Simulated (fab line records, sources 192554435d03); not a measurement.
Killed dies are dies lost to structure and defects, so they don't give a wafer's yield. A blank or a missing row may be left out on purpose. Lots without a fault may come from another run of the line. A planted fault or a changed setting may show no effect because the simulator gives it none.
Chamber matching | flow n5_finfet | N5_BEOL_M6_CURE_74 on uv_cure-03: 3 sister chambers
The step cures SiCOH lowk, time 240 s. 6 wafers are shown with their chamber, then 10 later ones without.

WAFERS WITH THEIR CHAMBER
wafer  | chamber | wafer_temp_C_max | lamp_power_pct (%)
L087.4 | 2       | 387.8            | 52.33
L087.6 | 2       | 387.9            | 52.31
L089.4 | 1       | 387.0            | 52.38
L089.6 | 1       | 387.0            | 52.37
L091.1 | 0       | 386.6            | 52.26
L091.3 | 0       | 386.4            | 52.33

WAFERS WITHOUT THEIR CHAMBER
wafer  | wafer_temp_C_max | lamp_power_pct (%)
L091.6 | 386.7            | 52.29
L093.1 | 386.7            | 52.26
L093.4 | 387.5            | 52.33
L093.6 | 386.8            | 52.27
L093.2 | 387.0            | 52.24
L093.3 | 386.7            | 52.21
L093.5 | 387.6            | 52.35
L096.2 | 387.1            | 52.38
L096.3 | 387.1            | 52.41
L096.5 | 387.8            | 52.39

WHICH CHAMBER EACH WENT THROUGH
wafer  | from the rows above     | in truth
L091.6 | 0                       | 0
L093.1 | 0                       | 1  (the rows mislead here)
L093.4 | can't be placed: 2 or 1 | 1
L093.6 | can't be placed: 0 or 1 | 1
L093.2 | can't be placed: 1 or 0 | 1
L093.3 | 0                       | 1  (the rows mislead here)
L093.5 | 2                       | 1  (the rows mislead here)
L096.2 | 1                       | 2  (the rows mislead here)
L096.3 | 1                       | 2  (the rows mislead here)
L096.5 | 2                       | 2
Placed correctly: 2 of 10. Can't be placed from these rows: 3 (the true chamber is among the candidates in 3). Placed wrongly: 5.
How it was worked out, from the rows above alone: a wafer's distance from a chamber is the root of the sum, over the readings, of the square of ((its reading less the chamber's mean) divided by the reading's scatter). The wafer belongs to the nearest chamber; if the next one is less than 2 further off, it can't be placed. A chamber's mean is the mean of its shown wafers. The scatter: the root of (the sum of the squares of (reading less its chamber's mean) over the shown wafers, divided by (wafers less chambers)).
